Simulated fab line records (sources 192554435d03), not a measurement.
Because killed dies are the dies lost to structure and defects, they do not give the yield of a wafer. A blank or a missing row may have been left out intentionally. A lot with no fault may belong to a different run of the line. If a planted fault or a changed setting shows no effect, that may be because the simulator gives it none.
A struck lot beside a sound one -- flow n5 finfet -- 15 out of 1938 route steps
Sound: these wafers, L221.4, L221.5, L221.6. Struck: wafer L231.2 (L231.3, L231.6, from the same lot, were not struck and are left out); the cause is given at the end.
At each step with rows: each side's tool, then ch and its chambers, then its first start. Under that, the readings that differ: sound wafers -- struck wafers -- difference of the means -- sigmas: that difference in standard deviations of wafers without a fault.
alike: words and numbers the same on both sides, and readings whose means are apart by under 2 such deviations; not compared: readings that were withheld, readings missing a value for some wafer, numbers with overlapping values and no deviation given by the record, and bounds like >300 which may hide the same value.
A row with sigmas, a row that says differs or no value, or rows on one side alone: a step with any of these is where the two part. When numbers do not overlap yet have no deviation, they are printed without sigmas and do not part them. A reading missing from all wafers of one side parts the sides only when that side holds two or more wafers.

N5_BEOL_M3_CMP_52: polishes, stops on SiOC, t overpolish 6.8 s, target thk 40 nm.
  sound on cmp-01 ch 1,2, day 8 00:02; struck on cmp-01 ch 0, day 10 20:21
reading,sound,struck,difference,sigmas
overpolish run s (s),6.790 6.801 6.781,6.814,+0.023,+2
  alike: barrier field endpoint s, edge zone pressure frac, motor current A, time to endpoint s
N5_BEOL_M3_THK_MEAS_53: measures by xrf.
  sound on film metro-02, day 8 00:17; struck on film metro-02, day 10 20:39
  alike: M3_THK
N5_BEOL_M3_PRE_CLEAN_60: time 15 s.
  sound on cvd co-01 ch 0,1,2, day 8 00:20; struck on cvd co-01 ch 1, day 10 20:41
  alike: heater power w
N5_BEOL_M3_CO_CAP_55: material Co, precursor CCTBA/H2, target thk 2 nm, time 102.1 s.
  sound on cvd co-01 ch 0,1,2, day 8 00:23; struck on cvd co-01 ch 1, day 10 20:44
  alike: chamber pressure Torr, heater power w
then, 1 step without rows for these wafers: N5_BEOL_M3_PRE_CLEAN_56 (time 15 s).
N5_BEOL_M3_DEP_57: deposits SiCN from 3MS/NH3, target thk 8 nm, time 14 s.
  sound on pecvd-04 ch 1,2, day 8 00:31; struck on pecvd-03 ch 2, day 10 20:50
  alike: chamber pressure Torr, showerhead plenum p Torr, throttle valve pct
N5_BEOL_M3_RS_MEAS_58: a four-point-probe measurement.
  sound on film metro-02, day 8 00:35; struck on film metro-02, day 10 20:55
  alike: M3_RS
N5_BEOL_M3_INSPECT_59: inspects for defects (darkfield).
  sound on defect inspect-02, day 8 00:37; struck on defect inspect-02, day 10 20:56
  alike: raw defect count
then, 1 step without rows for these wafers: N5_BEOL_M4_ILD_DEP_00 (deposits SiOC from DEMS/O2, target thk 79 nm, time 15.3 s).
N5_BEOL_M4_THK_MEAS_01:
  sound on film metro-02, day 8 00:46; struck on film metro-02, day 10 21:02
  alike: M4_ILD_THK
then, 1 step without rows for these wafers: N5_BEOL_M4_PECVD_72 (deposits SiO2 from TEOS/O2, target thk 16 nm, time 18 s).
N5_BEOL_M4_HM_DEP_02: deposits TiN, target thk 20 nm.
  sound on pvd sputter-03, day 8 01:07; struck on pvd sputter-01, day 10 23:19
reading,sound,struck,difference,sigmas
substrate temp c (C),25.07 25.12 25.26,24.92,-0.23,-2
  alike: throttle valve pct
N5_BEOL_M4_COAT_61: time 60 s, resist thk 60 nm.
  sound on litho track-05 ch 0, day 8 01:12; struck on litho track-05 ch 0, day 10 23:27
reading,sound,struck,difference,sigmas
run length s (s),66.38 66.33 66.34,70.18,+3.83,+17
then, 1 step without rows for these wafers: N5_BEOL_M4_COAT_62 (time 60 s, resist thk 12 nm).
N5_BEOL_M4_RC_MEAS_101:
  sound on prober-02 ch 0, day 8 10:49; struck on prober-02 ch 0, day 11 14:32
  alike: DIBL_N, DIBL_P, IOFF_N, IOFF_P, ION_N, ION_P, SS_N, SS_P, VT_N, VT_P

== WHERE THEY PART ==
Last at N5_BEOL_M4_COAT_61 as far as this record goes, first at N5_BEOL_M3_CMP_52. Later steps at which nothing parts them and some readings are alike: N5_BEOL_M4_RC_MEAS_101.

WHY: what had been put in by the simulator
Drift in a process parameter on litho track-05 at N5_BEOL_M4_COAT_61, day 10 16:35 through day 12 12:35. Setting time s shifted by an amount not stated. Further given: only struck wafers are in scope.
